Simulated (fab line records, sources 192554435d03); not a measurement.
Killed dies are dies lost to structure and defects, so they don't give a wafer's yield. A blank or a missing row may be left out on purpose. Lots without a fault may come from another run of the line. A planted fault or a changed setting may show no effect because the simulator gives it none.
Chamber matching | flow n5_finfet | N5_BEOL_M7_DEP_56 on pecvd-02: 3 sister chambers
The step deposits SiCN from 3MS/NH3, target thk 10 nm, time 17.5 s. 6 wafers are shown with their chamber, then 11 later ones without.

WAFERS WITH THEIR CHAMBER
wafer  | chamber | showerhead_plenum_p_Torr (Torr) | throttle_valve_pct (%)
L087.4 | 2       | 3.643                           | 8.9
L089.1 | 1       | 3.656                           | 9.7
L089.2 | 2       | 3.639                           | 9.2
L086.4 | 1       | 3.652                           | 9.5
L086.5 | 0       | 3.680                           | 9.6
L090.1 | 0       | 3.672                           | 9.9

WAFERS WITHOUT THEIR CHAMBER
wafer  | showerhead_plenum_p_Torr (Torr) | throttle_valve_pct (%)
L090.4 | 3.675                           | 9.6
L090.6 | 3.646                           | 8.8
L092.2 | 3.651                           | 9.6
L092.3 | 3.633                           | 8.9
L092.5 | 3.649                           | 9.9
L094.3 | 3.675                           | 9.6
L094.4 | 3.658                           | 9.8
L094.5 | 3.675                           | 9.4
L096.1 | 3.644                           | 8.7
L096.3 | 3.682                           | 9.6
L096.4 | 3.673                           | 9.8

WHICH CHAMBER EACH WENT THROUGH
wafer  | from the rows above | in truth
L090.4 | 0                   | 0
L090.6 | 2                   | 2
L092.2 | 1                   | 1
L092.3 | 2                   | 2
L092.5 | 1                   | 1
L094.3 | 0                   | 0
L094.4 | 1                   | 1
L094.5 | 0                   | 0
L096.1 | 2                   | 2
L096.3 | 0                   | 0
L096.4 | 0                   | 0
Placed correctly: 11 of 11. Can't be placed from these rows: 0. Placed wrongly: 0.
How it was worked out, from the rows above alone: a wafer's distance from a chamber is the root of the sum, over the readings, of the square of ((its reading less the chamber's mean) divided by the reading's scatter). The wafer belongs to the nearest chamber; if the next one is less than 2 further off, it can't be placed. A chamber's mean is the mean of its shown wafers. The scatter: the root of (the sum of the squares of (reading less its chamber's mean) over the shown wafers, divided by (wafers less chambers)).
